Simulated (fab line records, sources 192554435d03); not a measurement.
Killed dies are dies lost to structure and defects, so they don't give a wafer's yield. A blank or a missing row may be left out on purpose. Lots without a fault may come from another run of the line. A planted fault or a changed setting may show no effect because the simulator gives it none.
Chamber matching | flow n5_finfet | N5_BEOL_M10_ALD_74 on ald_metal-04: 4 sister chambers
The step deposits TaN, target thk 2 nm, pulse time 2 s, purge time 3 s. 4 wafers are shown with their chamber, then 9 later ones without.

WAFERS WITH THEIR CHAMBER
wafer  | chamber | heater_power_w (W)
L089.1 | 3       | 466
L094.1 | 2       | 429
L094.2 | 1       | 412
L094.3 | 0       | 427

WAFERS WITHOUT THEIR CHAMBER
wafer  | heater_power_w (W)
L095.2 | 416
L095.3 | 462
L095.5 | 418
L096.2 | 420
L096.4 | 430
L096.5 | 420
L097.1 | 467
L097.3 | 420
L097.5 | 422

WHICH CHAMBER EACH WENT THROUGH
wafer  | from the rows above          | in truth
L095.2 | can't be placed: 1 or 0 or 2 | 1
L095.3 | 3                            | 3
L095.5 | can't be placed: 1 or 0 or 2 | 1
L096.2 | can't be placed: 0 or 1 or 2 | 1
L096.4 | can't be placed: 2 or 0      | 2
L096.5 | can't be placed: 0 or 1 or 2 | 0
L097.1 | 3                            | 3
L097.3 | can't be placed: 0 or 1 or 2 | 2
L097.5 | can't be placed: 0 or 2 or 1 | 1
Placed correctly: 2 of 9. Can't be placed from these rows: 7 (the true chamber is among the candidates in 7). Placed wrongly: 0.
How it was worked out, from the rows above alone: a wafer's distance from a chamber is the root of the sum, over the readings, of the square of ((its reading less the chamber's mean) divided by the reading's scatter). The wafer belongs to the nearest chamber; if the next one is less than 2 further off, it can't be placed. A chamber's mean is the mean of its shown wafers. The scatter: with one shown wafer a chamber, the root of the mean of the squares of how far each hidden wafer lies from its nearest shown one.
